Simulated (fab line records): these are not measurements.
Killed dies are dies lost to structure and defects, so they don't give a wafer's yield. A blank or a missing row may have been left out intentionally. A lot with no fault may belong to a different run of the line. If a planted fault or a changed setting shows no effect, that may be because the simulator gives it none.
The same fault as seen by 3 desks + flow n5_finfet + only its own numbers are on each desk; what lay behind them is given at the end

== THE DEFECT DESK ==
Lot by lot, what the route's inspections counted, given as the mean of those sampled wafers with a number. If a lot's mean is further than 4 standard deviations from the usual mean, the lot is out of limits and carries the mark OUT (the distance appears in the brackets).
Columns: A = raw_defect_count at N5_SD_EPI_N_INSPECT_11, usual 2.1
| lot  | first seen here | A   |
|------|-----------------|-----|
| L611 | day 3 20:40     | 1.7 |
| L612 | day 4 00:27     | 0.7 |
| L617 | day 5 11:31     | 3.3 |
| L627 | day 7 17:27     | 2.3 |
| L628 | day 8 01:32     | 1.7 |
Finding of this desk: none of the 5 lots has anything out of limits.

== THE METROLOGY DESK ==
Means of the sampled wafers that have a number, per lot and without regard to the tool the lot ran on: this is what the gauges read. If a lot's mean is further than 4 standard deviations from the usual mean, the lot is out of limits and carries the mark OUT (the distance appears in the brackets). Shown here are 7 of its 12 readings, the ones lying furthest out on some lot.
Columns: A = SD_N_BLK_OVL at N5_SD_EPI_N_OVL_MEAS_10, usual -0.5 nm; B = IOFF_P at N5_BEOL_M4_RC_MEAS_101, usual 0.204 nA/um; C = ION_N at N5_BEOL_M4_RC_MEAS_101, usual 673 uA/um; D = ION_P at N5_BEOL_M4_RC_MEAS_101, usual 462 uA/um; E = SS_N at N5_BEOL_M4_RC_MEAS_101, usual 71.4 mV/dec; F = VT_N at N5_BEOL_M4_RC_MEAS_101, usual 250.3 mV; G = VT_P at N5_BEOL_M4_RC_MEAS_101, usual -250.6 mV
| lot  | first seen here | A    | B     | C   | D   | E    | F     | G      |
|------|-----------------|------|-------|-----|-----|------|-------|--------|
| L611 | day 3 20:35     | -0.7 | 0.177 | 670 | 453 | 71.0 | 251.0 | -254.8 |
| L612 | day 4 00:24     | -0.5 | 0.183 | 665 | 458 | 70.7 | 253.3 | -252.8 |
| L617 | day 5 11:28     | -0.6 | 0.211 | 682 | 468 | 71.6 | 249.8 | -248.7 |
| L627 | day 7 17:23     | -0.2 | 0.216 | 678 | 468 | 71.7 | 248.7 | -248.7 |
| L628 | day 8 01:28     | -1.1 | 0.193 | 679 | 463 | 71.5 | 248.4 | -252.8 |
Finding of this desk: none of the 5 lots has anything out of limits.

== TOOL OWNER'S DESK, rie_diel-02 ==
The tool's own readings at N5_SD_EPI_N_ETCH_16 (etches SiO2 in CHF3/O2, target depth 5 nm): means of the sampled wafers that have a number, for each lot that ran on this tool. If a lot's mean is further than 4 standard deviations from the usual mean, the lot is out of limits and carries the mark OUT (the distance appears in the brackets).
Columns: A = drypump_motor_current_A at N5_SD_EPI_N_ETCH_16, usual 5.9 A; B = oes_product_au at N5_SD_EPI_N_ETCH_16, usual 0.80 a.u.; C = rf_vpp_V at N5_SD_EPI_N_ETCH_16, usual 526 V; D = showerhead_plenum_p_Torr at N5_SD_EPI_N_ETCH_16, usual 2.44 Torr; E = throttle_valve_pct at N5_SD_EPI_N_ETCH_16, usual 18.80 %
| lot  | first seen here | A   | B    | C   | D    | E     |
|------|-----------------|-----|------|-----|------|-------|
| L611 | day 3 21:19     | 6.1 | 0.75 | 530 | 2.44 | 18.92 |
| L612 | day 4 01:06     | 5.7 | 0.84 | 528 | 2.50 | 18.78 |
| L617 | day 5 12:33     | 5.6 | 0.90 | 529 | 2.53 | 18.79 |
Finding of this desk: none of the 3 lots has anything out of limits.

== PUT TOGETHER ==
Nothing out of limits was seen by the defect desk.
Nothing out of limits was seen by the metrology desk.
The desk of the tool owner found nothing out of limits.

== WHAT THE SIMULATOR HAD PUT IN ==
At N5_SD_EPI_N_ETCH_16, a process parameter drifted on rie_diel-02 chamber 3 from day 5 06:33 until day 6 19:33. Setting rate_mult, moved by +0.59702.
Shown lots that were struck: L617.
